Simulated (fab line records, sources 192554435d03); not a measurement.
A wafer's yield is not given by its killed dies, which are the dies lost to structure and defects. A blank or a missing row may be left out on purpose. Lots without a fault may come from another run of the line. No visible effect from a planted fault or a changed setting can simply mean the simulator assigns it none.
Comparing a struck lot with a sound one -- flow n5 finfet -- 21 out of 1938 route steps
Sound: these wafers, L401.1, L401.5, L401.6. Wafers L409.2, L409.3, L409.6 were the ones struck. The cause is given at the end.
Each step with rows lists, per side, the tool, then ch with its chambers, then its first start. Under that, the readings that differ: sound wafers -- struck wafers -- difference of the means -- sigmas: that difference in standard deviations of wafers without a fault.
alike: words and numbers the same on both sides, and readings whose means are apart by under 2 such deviations; not compared: readings that were withheld, readings missing a value for some wafer, numbers with overlapping values and no deviation given by the record, and bounds like >300 which may hide the same value.
The two part at a step that has a row with sigmas, a row that says differs or no value, or rows on one side only. Non-overlapping numbers with no deviation appear without sigmas and do not part them. Lack of a reading on every wafer of one side parts them only where that side has two or more wafers.

N5_BEOL_M8_ETCH_62: etches SOC in N2/H2, target depth 110 nm, overetch 22 nm, time 165 s.
  sound on rie diel-01 ch 0,1, day 10 11:34; struck on rie diel-05 ch 0,2, day 12 07:08
reading,sound,struck,difference,sigmas
throttle valve pct (%),17.56 17.57 17.95,18.40 18.12 18.14,+0.53,+2
  alike: drypump motor current A, oes product au, rf vpp V, showerhead plenum p Torr
  not compared: rf hours counter h
then, 1 step without rows for these wafers: N5_BEOL_M8_STRIP_68 (strips in N2/H2).
N5_BEOL_M8_STRIP_67: strips in CF4.
  sound on rie diel-01 ch 0,1, day 10 11:43; struck on rie diel-05 ch 0,2, day 12 07:17
  alike: drypump motor current A, oes product au, rf vpp V, showerhead plenum p Torr, throttle valve pct
  not compared: rf hours counter h
N5_BEOL_M8_HM_OPEN_17: chemistry Cl2/BCl3, target TiN, target depth 20 nm, overetch 6 nm.
  sound on rie metal-02 ch 0,1, day 10 11:46; struck on rie metal-01 ch 1, day 12 07:20
reading,sound,struck,difference,sigmas
drypump motor current A (A),6.3 5.9 6.3,4.9 4.9 4.9,-1.3,-3
throttle valve pct (%),22.45 22.58 22.46,22.01 21.99 22.01,-0.49,-2
  alike: oes product au
  not compared: rf hours counter h
N5_BEOL_M8_STRIP_19: strips in O2.
  sound on rie diel-01 ch 0,1,2, day 10 11:52; struck on rie diel-05 ch 1,2, day 12 07:37
  alike: drypump motor current A, oes product au, rf vpp V, showerhead plenum p Torr, throttle valve pct
  not compared: rf hours counter h
N5_BEOL_M8_CD_MEAS_18: pitch 80 nm, target cd 40 nm.
  sound on cd sem-02, day 10 11:56; struck on cd sem-02, day 12 07:41
  alike: cd nm
then, 6 steps without rows for these wafers: N5_BEOL_M8_COAT_63 (time 60 s, resist thk 60 nm); N5_BEOL_M8_COAT_64 (time 60 s, resist thk 12 nm); N5_BEOL_M8_COAT_71 (time 60 s, resist thk 5 nm); N5_BEOL_M8_COAT_22 (resist thk 30 nm); N5_BEOL_M8_EBR_24; N5_BEOL_M8_SOFTBAKE_23 (time 60 s).
N5_BEOL_M8_EXPOSE_25: exposes mask V7, target cd 40 nm.
  sound on euv scanner-02 ch 0, day 10 14:52; struck on euv scanner-02 ch 0, day 12 10:11
reading,sound,struck,difference,sigmas
exposure dose mJ cm2,42.40 42.38 42.44,43.22 43.20 43.18,+0.79,+15
  alike: mask
then, 2 steps without rows for these wafers: N5_BEOL_M8_PEB_26 (peb time 60 s); N5_BEOL_M8_DEVELOP_27 (develop time 30 s).
N5_BEOL_M8_CD_MEAS_28: target cd 40 nm.
  sound on cd sem-01 ch 0, day 10 15:01; struck on cd sem-03 ch 0, day 12 10:19
  alike: cd nm
N5_BEOL_M8_OVL_MEAS_29:
  sound on overlay-02 ch 0, day 10 15:02; struck on overlay-02 ch 0, day 12 10:21
  alike: V7_OVL
N5_BEOL_M8_INSPECT_30: inspects for defects (brightfield).
  sound on defect inspect-02, day 10 15:05; struck on defect inspect-01, day 12 10:24
  alike: raw defect count
N5_BEOL_M8_DESCUM_33: chemistry O2, time 7 s.
  sound on rie diel-04 ch 1,3, day 10 15:08; struck on rie diel-05 ch 0,2, day 12 11:48
reading,sound,struck,difference,sigmas
oes product au (a.u.),0.99 0.99 0.89,0.70 0.74 0.75,-0.23,-2
rf vpp V (V),245.9 244.9 244.2,240.8 239.5 240.5,-4.7,-3
showerhead plenum p Torr (Torr),2.20 2.20 2.15,1.95 1.92 1.92,-0.25,-3
throttle valve pct (%),20.0 20.0 19.9,20.4 21.0 21.0,+0.8,+3
model.BEOL_M8.cd nm (nm),40 40 40,40.2 40.4 40.6,+0.4,
  alike: drypump motor current A
  not compared: rf hours counter h
N5_BEOL_M8_ETCH_72: etches underlayer in N2/H2, target depth 6.5 nm, time 5.2 s.
  sound on rie diel-04 ch 1,3, day 10 15:10; struck on rie diel-05 ch 0,2, day 12 11:50
reading,sound,struck,difference,sigmas
oes product au (a.u.),0.80 0.81 0.77,0.58 0.63 0.65,-0.17,-2
rf vpp V (V),529 528 527,520 518 519,-9,-3
showerhead plenum p Torr (Torr),2.73 2.73 2.61,2.43 2.34 2.34,-0.32,-3
throttle valve pct (%),17.7 17.7 17.4,18.2 18.4 18.4,+0.7,+2
  alike: drypump motor current A, etch rf on time s
  not compared: rf hours counter h, model.BEOL_M8.cd nm
N5_BEOL_M8_ETCH_65: etches SiARC in CF4, target depth 15.6 nm, time 26 s.
  sound on rie diel-04 ch 1,3, day 10 15:11; struck on rie diel-05 ch 0,2, day 12 11:51
reading,sound,struck,difference,sigmas
oes product au (a.u.),0.81 0.81 0.78,0.59 0.64 0.65,-0.17,-2
rf vpp V (V),185.4 186.7 184.6,184.5 181.9 181.7,-2.9,-2
showerhead plenum p Torr (Torr),2.27 2.27 2.18,2.04 1.97 1.97,-0.25,-3
throttle valve pct (%),15.3 15.3 15.0,15.9 16.1 16.0,+0.8,+3
  alike: drypump motor current A, etch rf on time s
  not compared: rf hours counter h

WHERE THEY PART
Last at N5_BEOL_M8_ETCH_65 as far as this record goes, first at N5_BEOL_M8_ETCH_62.

WHY: what had been put in by the simulator
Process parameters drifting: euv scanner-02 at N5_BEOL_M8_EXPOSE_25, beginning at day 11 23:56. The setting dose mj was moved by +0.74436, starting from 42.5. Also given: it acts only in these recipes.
